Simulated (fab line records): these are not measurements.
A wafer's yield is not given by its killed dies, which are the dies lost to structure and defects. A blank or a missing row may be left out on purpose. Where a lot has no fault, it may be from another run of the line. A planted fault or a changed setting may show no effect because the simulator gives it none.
What tool caused it? ; flow n5-finfet ; 8 lots with 24 wafers sampled at 9 steps, on a route of 1938 steps

## WHAT THE GAUGES SHOWED, per wafer
N5_DUMMY_GATE_OVL_MEAS_16. Usual: GATE_OVL 0.2 nm, standard deviation 0.73.
lot;measured;on;GATE_OVL (nm);flag
L931;day 3 13:01;overlay-02;0.4 0.6 0.7;
L936;day 4 17:50;overlay-01;0.1 0.4 0.8;
L941;day 5 23:44;overlay-02;-0.2 -0.7 0.0;
L947;day 7 10:11;overlay-01;0.0 0.4 0.7;
L948;day 7 20:00;overlay-01;0.3 0.3 0.6;
L950;day 8 05:54;overlay-02;0.0 -0.5 -0.5;
L951;day 8 11:28;overlay-02;0.7 0.5 0.9;
L952;day 8 16:50;overlay-02;0.0 0.5 -0.3;

N5_DUMMY_GATE_INSPECT_27: inspects for defects (brightfield). Usual: raw-defect-count 322, standard deviation 78.
lot;measured;on;raw-defect-count;flag
L931;day 3 14:29;defect-inspect-01;439 398 305;
L936;day 4 19:24;defect-inspect-02;358 391 303;
L941;day 6 00:59;defect-inspect-02;323 425 351;
L947;day 7 11:25;defect-inspect-01;212 305 363;
L948;day 7 21:15;defect-inspect-01;358 340 307;
L950;day 8 07:08;defect-inspect-01;353 368 161;
L951;day 8 12:59;defect-inspect-01;394 267 231;
L952;day 8 18:04;defect-inspect-02;557 429 379;

N5_SPACER0_INSPECT_04: inspects for defects (darkfield). Usual: raw-defect-count 145, standard deviation 33.
lot;measured;on;raw-defect-count;flag
L931;day 3 15:05;defect-inspect-01;179 201 141;
L936;day 4 21:27;defect-inspect-02;166 160 122;
L941;day 6 01:35;defect-inspect-02;155 160 420;OFF
L947;day 7 12:02;defect-inspect-01;112 126 150;
L948;day 7 21:51;defect-inspect-01;161 174 139;
L950;day 8 07:44;defect-inspect-02;163 162 95;
L951;day 8 13:35;defect-inspect-02;171 134 105;
L952;day 8 20:11;defect-inspect-02;223 215 175;

N5_SD_EPI_N_INSPECT_11: inspects for defects (macro). Usual: raw-defect-count 2.1, standard deviation 1.5.
lot;measured;on;raw-defect-count;flag
L931;day 3 15:32;defect-inspect-01;3 2 1;
L936;day 4 21:56;defect-inspect-01;0 2 1;
L941;day 6 01:55;defect-inspect-01;1 2 268;OFF
L947;day 7 12:29;defect-inspect-01;1 4 1;
L948;day 7 22:18;defect-inspect-01;2 2 1;
L950;day 8 08:04;defect-inspect-02;0 1 2;
L951;day 8 14:03;defect-inspect-01;2 1 0;
L952;day 8 20:30;defect-inspect-02;1 1 5;

N5_SD_EPI_N_INSPECT_26: inspects for defects (darkfield). Usual: raw-defect-count 223, standard deviation 41.
lot;measured;on;raw-defect-count;flag
L931;day 3 19:44;defect-inspect-01;239 259 238;
L936;day 5 02:43;defect-inspect-02;220 242 269;
L941;day 6 06:10;defect-inspect-01;207 209 496;
L947;day 7 17:41;defect-inspect-02;191 199 241;
L948;day 8 02:25;defect-inspect-01;254 252 224;
L950;day 8 12:04;defect-inspect-02;252 239 156;
L951;day 8 19:10;defect-inspect-02;259 205 192;
L952;day 9 02:13;defect-inspect-02;286 247 237;

N5_SD_EPI_P_INSPECT_26: inspects for defects (darkfield). Usual: raw-defect-count 189, standard deviation 37.
lot;measured;on;raw-defect-count;flag
L931;day 3 23:58;defect-inspect-01;215 194 186;
L936;day 5 06:49;defect-inspect-01;168 167 224;
L941;day 6 10:17;defect-inspect-02;178 221 476;
L947;day 8 00:00;defect-inspect-01;200 182 183;
L948;day 8 08:45;defect-inspect-02;195 180 160;
L950;day 8 18:07;defect-inspect-02;211 234 180;
L951;day 8 23:15;defect-inspect-02;214 144 185;
L952;day 9 06:29;defect-inspect-02;292 218 229;

N5_BEOL_M4_RC_MEAS_101. Usual: DIBL_N 36.3 mV/V, standard deviation 1.2; DIBL_P 36.3 mV/V, standard deviation 1.4; IOFF_N 0.157 nA/um, standard deviation 0.02; IOFF_P 0.22 nA/um, standard deviation 0.033; ION_N 675 uA/um, standard deviation 9.6; ION_P 465 uA/um, standard deviation 8.2; SS_N 71.4 mV/dec, standard deviation 0.45; SS_P 73.3 mV/dec, standard deviation 0.54; VT_N 249.8 mV, standard deviation 2.5; VT_P -249 mV, standard deviation 3.2.
lot;measured;on;DIBL_N (mV/V);DIBL_P (mV/V);IOFF_N (nA/um);IOFF_P (nA/um);ION_N (uA/um);ION_P (uA/um);SS_N (mV/dec);SS_P (mV/dec);VT_N (mV);VT_P (mV);flag
L931;day 8 19:53;prober-01;34.6 35.1 35.3;34.8 34.9 35.1;0.128 0.132 0.137;0.16 0.17 0.17;665 662 668;455 453 455;71.2 71.7 71.2;72.0 72.3 71.9;251.3 251.7 253.9;-256 -253 -254;
L936;day 10 18:29;prober-02;37.6 35.8 35.3;37.5 34.8 34.3;0.184 0.135 0.135;0.22 0.17 0.17;686 662 664;470 449 458;71.3 71.1 71.0;73.1 72.5 72.0;244.6 250.2 251.1;-247 -251 -251;
L941;day 12 05:26;prober-01;37.2 35.8 36.2;37.3 36.4 36.6;0.182 0.173 0.173;0.25 0.24 0.23;680 680 677;475 472 465;71.3 71.3 71.1;73.5 73.9 72.8;248.5 249.2 247.7;-246 -245 -246;
L947;day 13 11:45;prober-01;35.0 35.9 35.8;33.2 34.8 34.6;0.123 0.141 0.130;0.15 0.17 0.17;654 665 650;443 450 442;70.7 71.5 71.2;73.8 73.9 73.9;256.3 254.5 257.1;-256 -258 -256;
L948;day 13 12:34;prober-02;35.0 35.4 34.6;35.5 36.4 35.6;0.126 0.127 0.115;0.18 0.19 0.18;653 661 658;459 460 459;70.5 71.3 70.8;72.8 73.2 73.1;254.0 254.7 254.7;-251 -251 -252;
L950;day 14 03:20;prober-02;37.2 37.1 35.9;37.3 36.7 34.6;0.186 0.174 0.154;0.26 0.25 0.22;691 683 689;481 473 474;71.4 71.6 70.7;74.0 74.1 73.9;247.1 249.6 253.2;-246 -247 -250;
L951;day 13 19:12;prober-01;35.7 37.4 36.5;36.1 37.9 36.6;0.147 0.182 0.170;0.25 0.28 0.26;673 675 667;469 473 464;71.2 71.5 71.8;73.3 74.0 73.9;249.2 246.1 247.4;-246 -245 -246;
L952;day 14 19:49;prober-02;38.2 34.8 39.5;39.2 34.9 40.7;0.187 0.119 0.208;0.29 0.20 0.34;688 665 685;471 470 478;71.6 70.4 71.7;74.1 72.6 74.1;249.0 251.8 247.2;-242 -248 -243;

## EACH LOT AND THE TOOL THAT RAN IT (in order: tool; ch and the chambers of the sampled wafers; start)
lot;N5_SPACER0_ALD_07;N5_SD_EPI_N_ETCH_34
L931;ald-sin-01 ch 0,3, day 3 14:31;rie-diel-06 ch 0,1, day 3 15:37
L936;ald-sin-04 ch 0,1, day 4 20:53;rie-diel-06 ch 0,1, day 4 22:01
L941;ald-sin-04 ch 0,2,3, day 6 01:01;rie-diel-01 ch 0,1,2, day 6 02:16
L947;ald-sin-03 ch 0,2,3, day 7 11:28;rie-diel-03 ch 2,3, day 7 12:33
L948;ald-sin-01 ch 0,3, day 7 21:17;rie-diel-01 ch 0,1,3, day 7 22:22
L950;ald-sin-04 ch 0,2,3, day 8 07:10;rie-diel-06 ch 1,2,3, day 8 08:08
L951;ald-sin-01 ch 2,3, day 8 13:02;rie-diel-01 ch 0,2, day 8 14:07
L952;ald-sin-01 ch 0,2,3, day 8 19:37;rie-diel-03 ch 0,1,3, day 8 20:34
- N5_SPACER0_ALD_07: deposits SiNx, target thk 2 nm.
- N5_SD_EPI_N_ETCH_34: etches SiARC in CF4, target depth 45.5 nm, time 75.8 s.

## WHAT THE TOOLS THEMSELVES READ (means of the sampled wafers that have a number; where no wafer has one, the mark that the record gives instead)
N5_SPACER0_ALD_07. Usual: chamber-pressure-Torr 2.000 Torr, standard deviation 0.0045; heater-power-w 836 W, standard deviation 50; susceptor-temp-C 399.99 C, standard deviation 0.21.
lot;tool;chamber-pressure-Torr (Torr);heater-power-w (W);susceptor-temp-C (C);flag
L931;ald-sin-01;2.001;831;399.92;
L936;ald-sin-04;2.004;900;399.99;
L941;ald-sin-04;2.003;829;399.70;
L947;ald-sin-03;1.999;833;399.99;
L948;ald-sin-01;2.003;827;400.21;
L950;ald-sin-04;2.002;827;400.17;
L951;ald-sin-01;2.002;795;400.19;
L952;ald-sin-01;1.999;815;399.94;

N5_SD_EPI_N_ETCH_34. Usual: drypump-motor-current-A 5.8 A, standard deviation 0.45; etch-rf-on-time-s 75.7 s, standard deviation 1.4; oes-product-au 0.69 a.u., standard deviation 0.065; rf-vpp-V 184.2 V, standard deviation 1.1; showerhead-plenum-p-Torr 2.16 Torr, standard deviation 0.063; throttle-valve-pct 15.67 %, standard deviation 0.26.
lot;tool;drypump-motor-current-A (A);etch-rf-on-time-s (s);oes-product-au (a.u.);rf-vpp-V (V);showerhead-plenum-p-Torr (Torr);throttle-valve-pct (%);flag
L931;rie-diel-06;5.7;75.1;0.70;183.9;2.14;15.67;
L936;rie-diel-06;5.8;74.8;0.72;183.8;2.11;15.73;
L941;rie-diel-01;5.6;75.3;0.72;183.4;2.17;15.58;
L947;rie-diel-03;5.5;76.9;0.66;184.6;2.17;15.75;
L948;rie-diel-01;5.7;75.2;0.76;183.6;2.12;15.40;
L950;rie-diel-06;6.0;75.2;0.69;184.3;2.13;15.78;
L951;rie-diel-01;5.6;74.7;0.71;183.5;2.14;15.84;
L952;rie-diel-03;5.6;76.8;0.66;184.7;2.17;15.69;

## THE ANSWER, worked out from the rows above alone
Rule: a lot is off if the mean of its wafers that have a number lies more than 3 standard deviations from the usual mean. Also off: a lot with no number at a reading for which 4 or more lots have one. Any other lot the step has rows for is counted as sound. First the gauges in route order, then the tools' own readings, where a lot's mean is used as printed above. The first step at which some lot is off is used, and at that step the reading that is off furthest; a lot without a number counts as furthest.
Off, at N5_SPACER0_INSPECT_04 on raw-defect-count: L941.
A tool fits if, at a process step before that reading, it ran every lot that is off, and no sound lot after the first of them. Not tried: the gauges at N5_SPACER0_INSPECT_04; whatever is off there is also off at N5_SD_EPI_N_INSPECT_11, on other tools, and gauge error can't account for it. No candidate that was tried fits.

## WHAT THE SIMULATOR PUT IN
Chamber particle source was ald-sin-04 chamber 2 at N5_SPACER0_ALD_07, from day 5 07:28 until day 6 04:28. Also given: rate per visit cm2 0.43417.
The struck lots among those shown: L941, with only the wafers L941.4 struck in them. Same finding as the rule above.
